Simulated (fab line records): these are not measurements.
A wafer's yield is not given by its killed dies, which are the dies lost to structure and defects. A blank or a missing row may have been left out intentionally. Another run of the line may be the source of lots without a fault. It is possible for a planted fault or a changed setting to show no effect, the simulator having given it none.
fab line records	flow n5_finfet
[record] lots = 10	wafers = 27	last_day = 15
route steps=1938 shown STI_FIN_REVEAL@184 BEOL_M4@1111 PASSIVATION@1936
lots that met no fault: from a run of the same line without faults
start_h: start of the lot's first displayed wafer, in hours after the record's first day	wait_h: time in hours since the lot's previous step	" unchanged from the row above	L1.1+2: a single row standing in for several wafers	- either no value or no given start	* or withheld: withheld	< > ~ a bound
route shown NAME@n: names a module that has steps shown in the file, with the first one's number in the route	usual: mean/standard deviation taken from wafers without a fault	same: alike in all rows	chamber/n: place in a boat	sites: readings site by site	_std_site: the values' standard deviation	_edge_site: the outer-site mean with the inner-site mean subtracted	radius_mm: how far each site lies from the wafer's centre	mask NAME#n: copy n	behind: the most recent tool/chamber to have shaped the wafer	hold: what put the lot on hold/how long, in hours/how the hold closed	device: the n, p or np transistor that did not switch	end of line: at the end of the route, the tests of the same wafers	for a step that has no rows: nothing shown but its recipe	killed: dies lost to structure and defects at the first sort, not the wafer's yield	map: shows each die of a wafer: x if killed, . if not, _ if none is there
set.NAME: the setting the step ran with; set.NAME@STEP: the setting that earlier step ran with	model.NAME: the simulator's own value behind a step, which no gauge read
the route's steps for a sample of lots (tables are steps, rows are wafers)
services: when a tool's chamber went out of use (start_h, in hours from the record's first day, below 0 if earlier), for how many hours, and the reason
[[steps]]
[step N5_STI_FIN_REVEAL_ALD_14]
[recipe] material = Si3N4	target_thk_a = 30	temp_c = 400	ald_precursor_family = SiH2I2	ald_co_reactant = N2/H2-plasma	pressure_torr = 2
[usual] chamber_pressure_Torr = 1.999/0.0046	heater_power_w = 872/87	susceptor_temp_C = 400.02/0.22
lot.wafer	tool	chamber	start_h	wait_h	chamber_pressure_Torr	heater_power_w	susceptor_temp_C
L358.2	ald_sin-02	2	28.19	0.0	2.003	859	400.00
L358.3	"	0	"	"	1.996	821	400.07
L360.2	ald_sin-01	3	39.64	0.0	2.004	735	400.04
L360.6	"	2	"	"	2.004	680	399.97
L363.3	ald_sin-01	2	57.91	0.0	2.004	686	399.93
L363.5	"	2	"	"	2.007	687	400.08
L363.6	"	3	"	"	1.997	735	400.16
L364.1	ald_sin-02	3	63.58	0.0	2.000	950	400.11
L364.4	"	0	"	"	2.001	842	400.07
L364.5	"	1	"	"	2.005	835	399.99
L366.2	ald_sin-03	1	75.76	0.0	2.003	920	400.08
L366.4	"	2	"	"	1.999	911	400.20
L367.4	ald_sin-03	2	82.30	0.0	2.002	889	400.05
L367.5	"	3	"	"	2.000	917	400.37
L367.6	"	0	"	"	1.987	1026	399.87
L370.1	ald_sin-03	3	100.77	0.0	1.988	949	400.22
L370.2	"	0	"	"	1.996	1018	400.51
L370.4	"	2	"	"	2.008	897	400.16
L372.1	ald_sin-02	2	113.09	0.0	2.003	844	400.00
L372.2	"	0	"	"	2.001	821	400.03
L372.4	"	1	"	"	2.005	833	400.08
L374.1	ald_sin-02	2	123.16	0.0	2.005	854	400.16
L374.4	"	0	"	"	2.001	804	400.14
L374.6	"	3	"	"	1.999	919	400.34
L377.1	ald_sin-02	3	143.28	0.0	1.997	912	399.62
L377.5	"	3	"	"	1.998	911	400.32
L377.6	"	0	"	"	2.003	801	399.93
[step N5_STI_FIN_REVEAL_STRIP_24]
[recipe] chemistry = N2/H2	time_s = 90	power_w = 100	temp_c = 40	pressure_mtorr = 100	rf_frequency_hz = 6e+07	bias_power_w = 3	n2_flow_sccm = 300	h2_flow_sccm = 300
[usual] drypump_motor_current_A = 5.8/0.41	oes_product_au = 0.79/0.09	rf_vpp_V = 45.3/0.78	showerhead_plenum_p_Torr = 3.37/0.095	throttle_valve_pct = 12.29/0.22
lot.wafer	tool	chamber	start_h	wait_h	drypump_motor_current_A	oes_product_au	rf_hours_counter_h	rf_vpp_V	showerhead_plenum_p_Torr	throttle_valve_pct
L358.2	rie_diel-04	0	33.87	0.0	6.1	0.83	58	44.9	3.28	11.91
L358.3	"	1	"	"	5.4	1.01	2	45.6	3.45	12.04
L360.2	rie_diel-06	2	45.25	0.0	5.2	0.74	166	46.5	3.23	12.40
L360.6	"	1	"	"	6.1	0.70	-	45.6	3.46	12.49
L363.3	rie_diel-04	0	64.18	0.0	6.1	0.83	65	45.0	3.27	11.95
L363.5	"	2	"	"	6.4	0.77	-	46.6	3.26	12.18
L363.6	"	1	"	"	5.4	0.96	-	45.4	3.44	12.09
L364.1	rie_diel-06	3	69.87	0.0	6.0	0.72	199	43.7	3.35	12.69
L364.4	"	1	"	"	6.1	0.70	231	45.9	3.45	12.51
L364.5	"	1	"	"	6.1	0.70	-	47.1	3.45	12.51
L366.2	rie_diel-06	1	81.69	0.0	6.1	0.70	235	44.5	3.45	12.51
L366.4	"	3	"	"	5.9	0.73	203	45.3	3.35	12.70
L367.4	rie_diel-06	3	87.96	0.0	5.9	0.72	-	45.7	3.35	12.71
L367.5	"	0	"	"	6.0	0.68	-	44.7	3.44	12.40
L367.6	"	1	"	"	6.1	0.70	-	44.7	3.45	12.52
L370.1	rie_diel-06	0	106.43	0.0	5.9	0.67	244	45.4	3.44	12.43
L370.2	"	3	"	"	6.0	0.71	216	44.8	3.34	12.72
L370.4	"	0	"	"	5.9	0.67	-	45.4	3.44	12.42
L372.1	rie_diel-04	1	118.72	0.0	5.4	0.91	35	45.6	3.43	12.14
L372.2	"	0	"	"	6.2	0.82	87	44.3	3.26	12.01
L372.4	"	2	"	"	6.4	0.75	164	44.7	3.25	12.23
L374.1	rie_diel-04	0	128.82	0.0	6.2	0.80	90	45.6	3.26	12.01
L374.4	"	1	"	"	5.4	0.92	38	45.8	3.43	12.14
L374.6	"	0	"	"	6.2	0.81	-	45.6	3.26	12.01
L377.1	rie_diel-02	3	149.10	0.0	5.8	0.86	43	45.0	3.56	12.01
L377.5	"	3	"	"	5.8	0.85	-	45.0	3.56	11.98
L377.6	"	2	"	"	5.0	0.73	-	46.3	3.35	12.33
[step N5_STI_FIN_REVEAL_RECESS_09]
[recipe] chemistry = HF/NH3	target = SiO2	afs_cycles = 11	target_depth_a = 425	temp_c = 30	sublimation_temp_c = 180	sublimation_time_s = 60
[usual] drypump_motor_current_A = 5.86/0.26
lot.wafer	tool	chamber	start_h	wait_h	drypump_motor_current_A
L358.2	vapor_etch-01	1	34.09	0.0	6.29
L358.3	"	0	"	"	5.56
L360.2	vapor_etch-01	1	45.46	0.0	6.28
L360.6	"	0	46.52	1.1	5.57
L363.3	vapor_etch-02	1	64.92	0.6	5.83
L363.5	"	0	"	"	5.82
L363.6	"	1	"	"	5.85
L364.1	vapor_etch-01	0	70.09	0.0	5.55
L364.4	"	1	"	"	6.28
L364.5	"	1	"	"	6.34
L366.2	vapor_etch-01	0	81.91	0.0	5.52
L366.4	"	0	"	"	5.56
L367.4	vapor_etch-02	0	88.65	0.6	5.80
L367.5	"	1	"	"	5.82
L367.6	"	0	"	"	5.82
L370.1	vapor_etch-01	0	106.69	0.0	5.56
L370.2	"	1	"	"	6.32
L370.4	"	1	"	"	6.28
L372.1	vapor_etch-02	1	118.93	0.0	5.82
L372.2	"	0	"	"	5.82
L372.4	"	1	"	"	5.85
L374.1	vapor_etch-01	1	129.04	0.0	6.28
L374.4	"	0	"	"	5.54
L374.6	"	1	"	"	6.31
L377.1	vapor_etch-01	1	149.31	0.0	6.29
L377.5	"	1	150.37	1.1	6.31
L377.6	"	0	"	"	5.55
[step N5_STI_FIN_REVEAL_FIN_H_MEAS_10]
[usual] trench_depth_nm = 52.0/0.66
lot.wafer	tool	chamber	start_h	wait_h	trench_depth_nm
L358.2	ocd-01	-	37.28	0.0	52.0
L358.3	"	-	"	"	53.6
L360.2	ocd-01	-	48.41	0.0	51.6
L360.6	"	-	"	"	51.3
L363.3	ocd-01	-	67.09	0.0	50.7
L363.5	"	-	"	"	51.0
L363.6	"	-	"	"	52.7
L364.1	ocd-02	-	72.79	0.0	52.2
L364.4	"	-	"	"	51.9
L364.5	"	-	"	"	51.8
L366.2	ocd-02	-	84.61	0.0	50.8
L366.4	"	-	"	"	51.5
L367.4	ocd-02	-	90.84	0.0	51.6
L367.5	"	-	"	"	53.0
L367.6	"	-	"	"	51.8
L370.1	ocd-02	-	109.39	0.0	52.0
L370.2	"	-	"	"	50.7
L370.4	"	-	"	"	52.1
L372.1	ocd-02	-	121.64	0.0	52.7
L372.2	"	-	"	"	51.2
L372.4	"	-	"	"	51.5
L374.1	ocd-02	-	131.73	0.0	57.1
L374.4	"	-	"	"	53.0
L374.6	"	-	"	"	56.8
L377.1	ocd-01	-	152.02	0.0	56.9
L377.5	"	-	"	"	52.2
L377.6	"	-	"	"	56.4
[step N5_STI_FIN_REVEAL_INSPECT_13]
[recipe] inspect_instrument = darkfield	mode = post_clean
[usual] raw_defect_count = 11/5
lot.wafer	tool	chamber	start_h	wait_h	raw_defect_count
L358.2	defect_inspect-02	-	37.37	0.0	24
L358.3	"	-	"	"	17
L360.2	defect_inspect-01	-	48.54	0.0	9
L360.6	"	-	"	"	3
L363.3	defect_inspect-02	-	67.18	0.0	24
L363.5	"	-	"	"	16
L363.6	"	-	"	"	9
L364.1	defect_inspect-01	-	72.88	0.0	6
L364.4	"	-	"	"	8
L364.5	"	-	"	"	10
L366.2	defect_inspect-02	-	84.70	0.0	18
L366.4	"	-	"	"	5
L367.4	defect_inspect-01	-	90.93	0.0	5
L367.5	"	-	"	"	7
L367.6	"	-	"	"	4
L370.1	defect_inspect-01	-	109.48	0.0	19
L370.2	"	-	"	"	6
L370.4	"	-	"	"	14
L372.1	defect_inspect-02	-	121.72	0.0	12
L372.2	"	-	"	"	7
L372.4	"	-	"	"	13
L374.1	defect_inspect-01	-	131.82	0.0	22
L374.4	"	-	"	"	11
L374.6	"	-	"	"	18
L377.1	defect_inspect-02	-	152.11	0.0	8
L377.5	"	-	"	"	13
L377.6	"	-	"	"	9
[step N5_BEOL_M4_RC_MEAS_101]
[usual] DIBL_N = 36.3/1.6	DIBL_P = 36.2/2.1	IOFF_N = 0.16/0.031	IOFF_P = 0.21/0.034	ION_N = 673/11	ION_P = 461/7.4	SS_N = 71.6/0.55	SS_P = 73.3/0.66	VT_N = 251/3.2	VT_P = -251/3.5
lot.wafer	tool	chamber	start_h	wait_h	DIBL_N[mV/V]	DIBL_P[mV/V]	IOFF_N[nA/um]	IOFF_P[nA/um]	ION_N[uA/um]	ION_P[uA/um]	SS_N[mV/dec]	SS_P[mV/dec]	VT_N[mV]	VT_P[mV]
L358.2	prober-02	0	157.00	0.2	36.6	35.7	0.16	0.23	678	469	72.4	73.7	250	-252
L358.3	"	0	"	"	34.4	33.3	0.13	0.19	683	473	71.6	73.3	252	-250
L360.2	prober-02	0	163.25	0.2	33.4	33.4	0.12	0.15	664	452	70.8	72.9	258	-254
L360.6	"	0	"	"	35.0	36.1	0.15	0.20	661	453	71.6	73.3	249	-251
L363.3	prober-01	0	188.45	0.3	34.0	34.1	0.12	0.20	665	465	70.5	73.1	253	-249
L363.5	"	0	"	"	35.5	35.7	0.15	0.21	666	461	70.8	73.2	251	-247
L363.6	"	0	"	"	32.7	32.4	0.11	0.18	669	468	70.6	72.9	256	-252
L364.1	prober-01	0	192.87	0.0	39.4	39.1	0.25	0.27	681	460	72.0	74.2	244	-247
L364.4	"	0	"	"	39.9	40.1	0.24	0.28	683	461	72.9	74.2	245	-247
L364.5	"	0	"	"	40.0	39.6	0.26	0.28	683	464	72.5	73.5	246	-248
L367.4	prober-02	0	206.67	0.5	34.8	35.7	0.14	0.18	652	452	70.9	72.8	247	-252
L367.5	"	0	"	"	36.3	37.0	0.16	0.19	679	461	71.2	73.4	250	-254
L367.6	"	0	"	"	37.1	38.3	0.18	0.22	665	455	71.7	74.2	246	-250
L366.2	prober-01	0	209.78	0.2	34.9	32.9	0.12	0.18	653	457	71.0	73.2	255	-252
L366.4	"	0	"	"	35.7	33.0	0.14	0.19	677	462	70.8	72.8	251	-253
L370.1	prober-02	0	229.28	0.0	34.2	36.2	0.13	0.19	672	466	70.9	72.7	253	-252
L370.2	"	0	"	"	36.8	39.3	0.18	0.24	669	461	72.6	73.5	246	-248
L370.4	"	0	"	"	36.3	38.6	0.17	0.24	689	475	71.2	74.0	247	-247
L374.1	prober-02	0	245.44	0.0	36.3	37.9	0.18	0.26	730	507	71.6	72.7	244	-241
L374.4	"	0	"	"	33.8	33.8	0.12	0.20	680	476	70.7	72.2	252	-248
L374.6	"	0	"	"	34.7	36.0	0.16	0.23	728	503	71.2	72.9	246	-244
L372.1	prober-01	0	245.71	0.0	36.4	38.2	0.18	0.25	687	474	71.8	73.9	246	-248
L372.2	"	0	"	"	35.1	35.3	0.15	0.19	670	457	71.4	73.2	249	-250
L372.4	"	0	"	"	38.9	40.0	0.22	0.27	682	467	72.6	74.5	246	-250
L377.1	prober-01	0	268.94	0.0	35.5	36.3	0.15	0.20	707	494	72.1	73.4	250	-249
L377.5	"	0	"	"	36.2	36.8	0.15	0.20	665	460	71.2	73.7	251	-251
L377.6	"	0	"	"	34.1	34.0	0.12	0.16	711	483	71.1	72.8	255	-253
[step N5_PASSIVATION_PROBE_49]
[usual] defect_limited_yield = 91.5/1.5	killed_at_M0_to_M3 = 32/9.4	killed_at_M4_up = 12/5.1	killed_at_contacts = 11/7.4	killed_at_front_end = 41/11	killed_at_other = 3.4/2.5	killed_dies = 100/17	killed_open = 65/14	killed_short = 33/7	sort_bin_4_leakage = 0.00/0.01	sort_bin_5_function = 4.9/0.96	sort_bin_6_memory = 3.1/0.7	sort_n_pass = 1080/17	sort_yield_pct = 91.5/1.5
[same] gross_dies = 1180	killed_at_back_side = 0	sort_bin_8_speed[%] = 0
lot.wafer	tool	chamber	start_h	wait_h	defect_limited_yield[%]	killed_at_M0_to_M3	killed_at_M4_up	killed_at_contacts	killed_at_front_end	killed_at_other	killed_dies	killed_open	killed_short	sort_bin_4_leakage[%]	sort_bin_5_function[%]	sort_bin_6_memory[%]	sort_n_pass	sort_yield_pct[%]
L358.2	prober-02	-	251.39	0.1	92.2	22	9	13	42	6	92	64	28	0	4.8	2.8	1088	92.2
L358.3	prober-02	-	251.44	0.1	91.8	19	15	10	47	6	97	59	35	0	4.6	3.4	1083	91.8
L360.2	prober-01	-	255.74	0.1	93.4	26	13	9	27	3	78	48	28	0	3.6	2.8	1102	93.4
L360.6	prober-01	-	255.94	0.3	92.1	35	6	10	37	5	93	64	29	0	4.7	3.0	1087	92.1
L363.3	prober-01	-	285.71	0.1	88.2	27	12	42	54	4	139	102	37	0	7.2	3.9	1041	88.2
L363.5	prober-01	-	285.81	0.2	90.5	33	17	21	33	8	112	91	20	0	5.5	3.7	1068	90.5
L363.6	prober-01	-	285.86	0.3	89.2	38	17	34	31	7	127	83	44	0	5.8	4.5	1053	89.2
L367.4	prober-02	-	300.84	0.2	91.9	29	10	10	43	4	96	62	31	0	4.9	2.8	1084	91.9
L367.5	prober-02	-	300.89	0.2	92.5	19	10	12	45	3	89	50	38	0	4.5	2.6	1091	92.5
L367.6	prober-02	-	300.94	0.3	93.3	23	4	6	42	4	79	49	30	0	3.9	2.4	1101	93.3
L366.2	prober-02	-	304.45	0.1	92.4	30	7	16	36	1	90	59	30	0	4.3	3.1	1090	92.4
L366.4	prober-02	-	304.55	0.2	92.3	34	12	7	37	1	91	62	28	0	5.1	2.5	1089	92.3
L374.1	prober-02	-	342.71	0.0	93.7	18	8	7	40	1	74	43	30	0	3.7	2.4	1106	93.7
L374.4	prober-02	-	342.86	0.2	92.6	29	18	5	34	1	87	57	28	0	4.5	2.6	1093	92.6
L374.6	prober-02	-	342.96	0.3	93.2	22	12	4	41	1	80	56	24	0	3.5	2.8	1100	93.2
L377.1	prober-02	-	355.34	0.0	90.1	53	11	2	45	6	117	77	40	0	5.1	4.6	1063	90.1
L377.5	prober-02	-	355.54	0.2	91.6	33	21	10	28	7	99	71	28	0	5.1	3.1	1081	91.6
L377.6	prober-02	-	355.59	0.3	92.3	41	17	4	26	3	91	58	33	0	4.6	2.6	1089	92.3
// killed by level:class
L358.2 STI_FIN_REVEAL:geometric_particle:open=16 MOL_CONTACT_COAG:geometric_particle:open=11 BEOL_M0_SAQP:geometric_particle:open=6 BEOL_M3:geometric_particle:open=5 BEOL_M0_SAQP:geometric_particle:short=5 FIN_SAQP:geometric_particle:open=4 BEOL_M2:geometric_particle:open=4 BEOL_M4:geometric_particle:open=4
L358.3 FIN_SAQP:geometric_particle:short=12 STI_FIN_REVEAL:geometric_particle:open=9 FIN_SAQP:geometric_particle:open=7 BEOL_M3:geometric_particle:open=7 MOL_CONTACT_COAG:geometric_particle:short=5 BEOL_M2:geometric_particle:open=5 BEOL_M5:geometric_particle:open=5 ILD0:geometric_particle:short=4
L360.2 BEOL_M2:geometric_particle:open=8 DUMMY_GATE:geometric_particle:open=5 MOL_CONTACT_COAG:geometric_particle:open=5 BEOL_M1:geometric_particle:open=5 STI_FIN_REVEAL:geometric_particle:open=4 MOL_CONTACT_COAG:geometric_particle:short=4 BEOL_M4:geometric_particle:open=4 FIN_SAQP:geometric_particle:short=3
L360.6 BEOL_M2:geometric_particle:open=15 MOL_CONTACT_COAG:geometric_particle:open=9 DUMMY_GATE:geometric_particle:open=7 BEOL_M0_SAQP:geometric_particle:short=7 BEOL_M1:geometric_particle:open=7 ILD0:geometric_particle:short=6 STARTING-WAFER:geometric_particle:open=6 STI_FIN_REVEAL:geometric_particle:open=4
L363.3 MOL_CONTACT_COAG:geometric_particle:open=31 STI_FIN_REVEAL:geometric_particle:open=13 MOL_CONTACT_COAG:geometric_particle:short=11 DUMMY_GATE:geometric_particle:open=9 GATE_CUT:geometric_particle:short=7 FIN_SAQP:geometric_particle:open=6 BEOL_M3:geometric_particle:open=6 GATE_CUT:geometric_particle:open=5
L363.5 MOL_CONTACT_COAG:geometric_particle:open=21 STI_FIN_REVEAL:geometric_particle:open=17 BEOL_M3:geometric_particle:open=11 BEOL_M4:geometric_particle:open=10 BEOL_M0_SAQP:geometric_particle:short=6 BEOL_M0_SAQP:geometric_particle:open=6 BEOL_M2:geometric_particle:open=6 BEOL_M4:geometric_particle:short=4
L363.6 MOL_CONTACT_COAG:geometric_particle:open=21 MOL_CONTACT_COAG:geometric_particle:short=13 BEOL_M0_SAQP:geometric_particle:short=12 BEOL_M2:geometric_particle:open=11 BEOL_M0_SAQP:geometric_particle:open=8 STI_FIN_REVEAL:geometric_particle:open=7 BEOL_M4:geometric_particle:open=6 STARTING-WAFER:geometric_particle:short=6
L367.4 BEOL_M0_SAQP:geometric_particle:open=10 ILD0:geometric_particle:open=9 BEOL_M0_SAQP:geometric_particle:short=9 MOL_CONTACT_COAG:geometric_particle:open=8 DUMMY_GATE:geometric_particle:open=7 ILD0:geometric_particle:short=6 STARTING-WAFER:geometric_particle:open=5 STI_FIN_REVEAL:geometric_particle:short=3
L367.5 DUMMY_GATE:geometric_particle:open=10 MOL_CONTACT_COAG:geometric_particle:open=10 FIN_SAQP:geometric_particle:short=8 FIN_SAQP:geometric_particle:open=6 BEOL_M0_SAQP:geometric_particle:open=6 BEOL_M0_SAQP:geometric_particle:short=6 ILD0:geometric_particle:short=4 GATE_CUT:geometric_particle:short=3
L367.6 FIN_SAQP:geometric_particle:open=8 DUMMY_GATE:geometric_particle:open=8 GATE_CUT:geometric_particle:short=7 MOL_CONTACT_COAG:geometric_particle:open=5 BEOL_M1:geometric_particle:open=5 STI_FIN_REVEAL:geometric_particle:open=4 BEOL_M0_SAQP:geometric_particle:short=4 BEOL_M0_SAQP:geometric_particle:open=4
L366.2 MOL_CONTACT_COAG:geometric_particle:open=12 FIN_SAQP:geometric_particle:open=9 FIN_SAQP:geometric_particle:short=9 BEOL_M3:geometric_particle:open=8 BEOL_M1:geometric_particle:open=6 BEOL_M0_SAQP:geometric_particle:open=6 BEOL_M3:geometric_particle:short=5 STI_FIN_REVEAL:geometric_particle:open=4
L366.4 FIN_SAQP:geometric_particle:open=11 FIN_SAQP:geometric_particle:short=10 BEOL_M2:geometric_particle:open=10 MOL_CONTACT_COAG:geometric_particle:open=5 DUMMY_GATE:geometric_particle:open=5 BEOL_M0_SAQP:geometric_particle:open=5 BEOL_M0:geometric_particle:open=5 BEOL_M4:geometric_particle:short=5
L374.1 BEOL_M2:geometric_particle:open=9 STARTING-WAFER:geometric_particle:short=7 GATE_CUT:geometric_particle:short=7 STI_FIN_REVEAL:geometric_particle:open=6 MOL_CONTACT_COAG:geometric_particle:open=5 DUMMY_GATE:geometric_particle:open=4 FIN_SAQP:geometric_particle:short=3 FIN_SAQP:geometric_particle:open=3
L374.4 GATE_CUT:geometric_particle:short=11 BEOL_M4:geometric_particle:open=11 BEOL_M2:geometric_particle:open=10 GATE_CUT:geometric_particle:open=7 BEOL_M0_SAQP:geometric_particle:open=6 STI_FIN_REVEAL:geometric_particle:open=5 MOL_CONTACT_COAG:geometric_particle:open=4 BEOL_M0_SAQP:geometric_particle:short=4
L374.6 BEOL_M2:geometric_particle:open=14 FIN_SAQP:geometric_particle:open=12 BEOL_M4:geometric_particle:open=6 FIN_SAQP:geometric_particle:short=4 DUMMY_GATE:geometric_particle:open=4 GATE_CUT:geometric_particle:short=4 BEOL_M7:geometric_particle:open=4 GATE_CUT:geometric_particle:open=3
L377.1 BEOL_M0_SAQP:geometric_particle:short=18 BEOL_M0_SAQP:geometric_particle:open=14 FIN_SAQP:geometric_particle:open=11 STI_FIN_REVEAL:geometric_particle:open=9 BEOL_M3:geometric_particle:open=7 BEOL_M1:geometric_particle:open=6 BEOL_M2:geometric_particle:open=6 FIN_SAQP:geometric_particle:short=5
L377.5 MOL_CONTACT_COAG:geometric_particle:open=9 BEOL_M4:geometric_particle:open=8 BEOL_M1:geometric_particle:open=7 BEOL_M3:geometric_particle:open=7 BEOL_M0_SAQP:geometric_particle:open=6 FIN_SAQP:geometric_particle:short=4 FIN_SAQP:geometric_particle:open=4 DUMMY_GATE:geometric_particle:open=4
L377.6 BEOL_M0_SAQP:geometric_particle:open=12 BEOL_M1:geometric_particle:open=9 BEOL_M3:geometric_particle:open=6 BEOL_M4:geometric_particle:open=6 FIN_SAQP:geometric_particle:short=5 FIN_SAQP:geometric_particle:open=5 MOL_CONTACT_COAG:geometric_particle:open=4 BEOL_M0_SAQP:geometric_particle:short=4
[[services]]
tool	chamber	start_h	hours	kind
rie_diel-02	-	11.62	1.2	repair
ald_sin-03	3	29.19	3.4	repair
rie_diel-02	3	29.92	4.2	repair
rie_diel-04	0	35.51	9.4	repair
rie_diel-02	3	55.90	7.6	repair
ald_sin-01	2	60.29	9.5	repair
rie_diel-02	0	75.70	2.6	repair
ald_sin-01	1	79.30	4.7	repair
ald_sin-01	-	79.79	1.8	repair
ald_sin-02	-	85.44	14.0	pm
ald_sin-02	0	85.44	14.0	vent_cycle
ald_sin-02	1	85.44	14.0	vent_cycle
ald_sin-02	2	85.44	14.0	vent_cycle
ald_sin-02	3	85.44	14.0	vent_cycle
rie_diel-06	2	87.77	25.7	repair
rie_diel-06	1	88.98	2.9	repair
rie_diel-02	3	89.46	1.7	repair
ald_sin-02	0	99.44	-	clean
ald_sin-02	1	99.44	-	clean
ald_sin-02	2	99.44	-	clean
rie_diel-06	1	102.88	93.9	repair
ald_sin-02	0	104.27	2.5	repair
rie_diel-04	3	109.30	9.0	repair
ald_sin-01	2	137.36	3.6	repair
[[key]]
[first_sign] step = N5_STI_FIN_REVEAL_FIN_H_MEAS_10	reading = trench_depth_nm	direction = up	sigmas = 7.2	usual = 52.0	struck = 56.8
[effect] step = N5_BEOL_M4_RC_MEAS_101	reading = ION_P	direction = up	sigmas = 4.8	usual = 461	struck = 497
[effect] step = N5_BEOL_M4_RC_MEAS_101	reading = ION_N	direction = up	sigmas = 4	usual = 673	struck = 719
met_at N5_STI_FIN_REVEAL_RECESS_09
struck_lots L374,L377
struck_wafers L374.1,L374.6,L377.1,L377.6
not_acting_at N5_STI_FIN_REVEAL_ALD_14,N5_STI_FIN_REVEAL_STRIP_24,N5_STI_FIN_REVEAL_INSPECT_13
onset_between 106.69 129.04
[fault] kind = process_parameter_drift	tool = vapor_etch-01	chamber = -	onset_h = 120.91	steps = N5_STI_FIN_REVEAL_RECESS_09	channel = target_depth_a	offset = 49.131	shape = step	end_h = 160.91	scope = struck_wafers_only	acts_in = these_recipes_only	stated = 425
